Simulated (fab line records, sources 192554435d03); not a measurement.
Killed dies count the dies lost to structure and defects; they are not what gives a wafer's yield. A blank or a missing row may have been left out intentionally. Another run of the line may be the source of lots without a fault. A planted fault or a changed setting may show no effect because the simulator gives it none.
The same fault as seen by 3 desks :: flow n5 finfet :: only its own numbers are on each desk; what lay behind them is given at the end

THE METROLOGY DESK
Means of the sampled wafers that have a number, per lot and without regard to the tool the lot ran on: this is what the gauges read. If a lot's mean is further than 4 standard deviations from the usual mean, the lot is out of limits and carries the mark OUT (the distance appears in the brackets).
Columns: A = cd nm at N5_BEOL_M7_CD_MEAS_28, usual 40.09 nm; B = V6_OVL at N5_BEOL_M7_OVL_MEAS_29, usual 0.3 nm
lot: L622
first seen here: day 9 15:25
A: 40.08
B: 0.6

lot: L631
first seen here: day 12 17:32
A: 39.95
B: 0.0

lot: L635
first seen here: day 14 00:20
A: 40.24
B: -0.1

lot: L634
first seen here: day 14 03:48
A: 40.11
B: -0.1

lot: L639
first seen here: day 15 03:22
A: 39.93
B: 0.2

lot: L643
first seen here: day 15 16:59
A: 39.99
B: 0.9
This desk found nothing out of limits on any of the 6 lots.

THE DEFECT DESK
What the inspections along the route counted, lot by lot: means of the sampled wafers that have a number. If a lot's mean is further than 4 standard deviations from the usual mean, the lot is out of limits and carries the mark OUT (the distance appears in the brackets).
Columns: A = raw defect count at N5_BEOL_M7_INSPECT_30, usual 400
lot: L622
first seen here: day 9 15:31
A: 386

lot: L631
first seen here: day 12 17:38
A: 497

lot: L635
first seen here: day 14 00:25
A: 260

lot: L634
first seen here: day 14 03:53
A: 328

lot: L639
first seen here: day 15 03:27
A: 406

lot: L643
first seen here: day 15 17:05
A: 355
This desk found nothing out of limits on any of the 6 lots.

TOOL OWNER'S DESK, rie diel-03
The tool's own readings at N5_BEOL_M7_VIA_ETCH_34 (etches SiCOH lowk in C4F6/O2, target depth 125.5 nm, time 50.5 s): means of the sampled wafers that have a number, for each lot that ran on this tool. If a lot's mean is further than 4 standard deviations from the usual mean, the lot is out of limits and carries the mark OUT (the distance appears in the brackets). Of its 8 readings 7 are shown: the one that was out of limits first, and those that lie furthest out on some lot.
Columns: A = drypump motor current A at N5_BEOL_M7_VIA_ETCH_34, usual 5.8 A; B = oes_ar_750_au at N5_BEOL_M7_VIA_ETCH_34, usual 0.75 a.u.; C = oes product au at N5_BEOL_M7_VIA_ETCH_34, usual 0.75 a.u.; D = rf vpp V at N5_BEOL_M7_VIA_ETCH_34, usual 665 V; E = run length s at N5_BEOL_M7_VIA_ETCH_34, usual 73.9 s; F = showerhead plenum p Torr at N5_BEOL_M7_VIA_ETCH_34, usual 2.81 Torr; G = throttle valve pct at N5_BEOL_M7_VIA_ETCH_34, usual 20.77 %
lot: L631
first seen here: day 12 18:10
A: 6.5
B: 0.74
C: 0.73
D: 647
E: 74.1
F: 2.78
G: 20.79

lot: L635
first seen here: day 14 00:47
A: 6.5
B: 0.74
C: 0.73
D: 648
E: 72.3 (-4.1) OUT
F: 2.77
G: 20.80

lot: L634
first seen here: day 14 04:21
A: 6.1
B: 0.75
C: 0.74
D: 644
E: 72.7
F: 2.79
G: 20.75
Finding of this desk: L635 out of limits; the first was L635 at day 14 00:47, on run length s at N5_BEOL_M7_VIA_ETCH_34. L631, L634 stayed within limits.

BROUGHT TOGETHER
The tool owner's desk had the chance to raise an alarm at day 14 00:47 on L635.
Nothing out of limits was seen by the metrology desk.
No out-of-limits result turned up at the defect desk.
The metrology desk holds a record of L635, inside its limits.
The defect desk has L635 on record, within its limits.
Of the lots named, all ran N5_BEOL_M7_VIA_ETCH_34 on rie diel-03.

WHAT THE SIMULATOR PUT IN
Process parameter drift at N5_BEOL_M7_VIA_ETCH_34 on rie diel-03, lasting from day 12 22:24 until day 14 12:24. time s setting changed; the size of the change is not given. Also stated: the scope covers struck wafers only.
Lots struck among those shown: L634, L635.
Each desk's first reading out of limits, in hours after the fault started: the tool owner's desk, 26.
